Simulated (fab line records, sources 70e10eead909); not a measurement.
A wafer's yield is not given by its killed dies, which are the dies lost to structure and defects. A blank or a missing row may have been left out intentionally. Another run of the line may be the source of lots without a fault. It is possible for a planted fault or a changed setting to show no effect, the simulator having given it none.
Struck lot and sound lot, side by side ; flow nand_harc ; 44 out of 1159 route steps
Sound: the wafers L702.2, L702.4, L702.6. Wafers struck: L705.1, L705.4, L705.6. The cause comes at the end.
Each step with rows lists, per side, the tool, then ch with its chambers, then its first start. Under that, the readings that differ: sound wafers ; struck wafers ; difference of the means ; sigmas: that difference in standard deviations of wafers without a fault.
alike: same words and numbers on both sides, and readings whose means sit less than 2 such deviations apart. not compared: any withheld reading, any reading some wafer has no value for, any bound like >300 that may hide the same value, and any number with overlapping values for which the record gives no deviation.
The two part at a step that has a row with sigmas, a row that says differs or no value, or rows on one side only. Numbers that have no deviation but don't overlap get no sigmas and don't part them. A reading that every wafer of one side lacks parts them only if that side has two wafers or more.

first, 9 steps without rows for these wafers: NHARC_P_GATE_OXIDE_02 (material SiO2, target thk 37.5 nm, ox time 365 s); NHARC_P_GATE_DEHYDRATE_03 (time 120 s); NHARC_P_GATE_HMDS_04 (time 30 s); NHARC_P_GATE_COAT_05; NHARC_P_GATE_SOFTBAKE_06 (time 95 s); NHARC_P_GATE_EBR_07; NHARC_P_GATE_EXPOSE_08 (exposes mask P HV); NHARC_P_GATE_PEB_09 (peb time 85 s); NHARC_P_GATE_DEVELOP_10 (time 70 s).
NHARC_P_GATE_CD_MEAS_11: the cd target is 1640 nm.
  sound on cd_sem-03 ch 0, day 5 02:14; struck on cd_sem-03 ch 0, day 5 22:46
  alike: cd_nm
then, 2 steps without rows for these wafers: NHARC_P_GATE_HARDBAKE_12 (time 80 s); NHARC_P_GATE_DESCUM_13 (chemistry O2, time 3 s).
NHARC_P_GATE_ETCH_14: etches SiO2 in dHF, target depth 48.8 nm.
  sound on wet_bench-05 ch 1,2,4, day 5 02:32; struck on wet_bench-05 ch 0,1,4, day 5 23:04
then, 15 steps without rows for these wafers: NHARC_P_GATE_STRIP_15 (strips in SPM, time 780 s); NHARC_P_GATE_PRECLEAN_71 (cleans in SC1); NHARC_P_GATE_SRD_72; NHARC_P_GATE_OXIDE_16 (material SiO2, target thk 3 nm, ox time 392 s); NHARC_P_GATE_CVD_17 (deposits poly-Si, target thk 150 nm, time 900 s); NHARC_P_GATE_HM_DEP_102 (deposits aC, target thk 120 nm); NHARC_P_GATE_DEP_103 (deposits SiON, target thk 30 nm); NHARC_P_GATE_DEHYDRATE_18 (time 120 s); NHARC_P_GATE_HMDS_19 (time 30 s); NHARC_P_GATE_COAT_20 (resist thk 90 nm); NHARC_P_GATE_SOFTBAKE_21 (time 55 s); NHARC_P_GATE_EBR_22; NHARC_P_GATE_EXPOSE_23 (exposes mask P GATE, target cd 120 nm); NHARC_P_GATE_PEB_24 (peb time 65 s); NHARC_P_GATE_DEVELOP_25 (develop time 35 s).
NHARC_P_GATE_CD_MEAS_26: the cd target is 120 nm.
  sound on cd_sem-03 ch 0, day 5 16:19; struck on cd_sem-01 ch 0, day 6 14:15
  alike: cd_nm
NHARC_P_GATE_OVL_MEAS_27:
  sound: overlay-02 at day 5 16:24; struck: overlay-01 at day 6 14:20
  alike: overlay_x_nm, overlay_y_nm
NHARC_P_GATE_INSPECT_28:
  sound: defect_inspect-02 at day 5 16:26; struck: defect_inspect-02 at day 6 14:22
reading;sound;struck;difference;sigmas
raw_defect_count;1 1 7;583 572 579;+575;+99 or more
NHARC_P_GATE_DESCUM_31: chemistry O2, time 3 s.
  sound on rie_diel-12 ch 1,2, day 5 16:30; struck on rie_diel-13 ch 0,1,2, day 6 14:26
  alike: drypump_motor_current_A, oes_product_au, rf_vpp_V, showerhead_plenum_p_Torr, throttle_valve_pct
  not compared: rf_hours_counter_h
NHARC_P_GATE_ETCH_104: etches the open film in CF4/CHF3, target depth 60 nm.
  sound on rie_diel-12 ch 1,2, day 5 16:40; struck on rie_diel-13 ch 1,3, day 6 14:49
  alike: drypump_motor_current_A, oes_product_au, rf_vpp_V, showerhead_plenum_p_Torr, throttle_valve_pct
NHARC_P_GATE_HM_OPEN_105: chemistry O2/COS, target depth 360 nm.
  sound: rie_diel-12 ch 0,1,2; struck: rie_diel-13 ch 0,2,3
reading;sound;struck;difference;sigmas
oes_product_au (a.u.);0.988 0.997 0.993;1.031 1.037 1.009;+0.033;+2
  alike: drypump_motor_current_A, rf_vpp_V, showerhead_plenum_p_Torr, throttle_valve_pct
  not compared: rf_hours_counter_h
then, 1 step without rows for these wafers: NHARC_P_GATE_STRIP_106 (strips in O2/COS).
NHARC_P_GATE_ETCH_114: etches the open film in CF4/O2, target depth 30 nm, overetch 3 nm, time 16.5 s.
  sound: rie_diel-12 ch 0,1; struck: rie_diel-13 ch 1,2,3
  alike: drypump_motor_current_A, oes_o_777_au, oes_product_au, rf_vpp_V, showerhead_plenum_p_Torr, throttle_valve_pct
  not compared: rf_hours_counter_h
then, 1 step without rows for these wafers: NHARC_P_GATE_ETCH_32 (etches the open film in HBr/Cl2, target depth 150 nm, time 100.1 s).
NHARC_P_GATE_STRIP_108: strips in O2.
  sound on rie_diel-12 ch 1,2, day 5 17:17; struck on rie_diel-13 ch 0,1,2, day 6 15:23
  alike: drypump_motor_current_A, oes_product_au, rf_vpp_V, showerhead_plenum_p_Torr, throttle_valve_pct
  not compared: rf_hours_counter_h
NHARC_P_GATE_CD_MEAS_33:
  sound: cd_sem-01 at day 5 17:30; struck: cd_sem-02 at day 6 15:33
  alike: cd_nm
then, 3 steps without rows for these wafers: NHARC_P_GATE_STRIP_35 (strips in SPM, time 600 s); NHARC_P_GATE_PRECLEAN_73 (cleans in SC1); NHARC_P_GATE_SRD_74.
NHARC_P_GATE_INSPECT_68:
  sound: defect_inspect-02 at day 6 11:06; struck: defect_inspect-02 at day 7 09:53
reading;sound;struck;difference;sigmas
raw_defect_count;157 81 153;705 805 860;+660;+8
-- the record jumps here: 14 days lie between the struck wafers' starts before and after (it left off in module P_GATE and takes up again in module END, whose first step shown is number 1159 of the route) --
NHARC_END_SORT_01:
  here the record holds rows for the struck wafers (prober-02 ch 0, day 21 13:27) but none for the sound ones

WHERE THEY PART
Earliest at NHARC_P_GATE_INSPECT_28; latest, in this record, at NHARC_END_SORT_01.

WHY: whatever the simulator had introduced
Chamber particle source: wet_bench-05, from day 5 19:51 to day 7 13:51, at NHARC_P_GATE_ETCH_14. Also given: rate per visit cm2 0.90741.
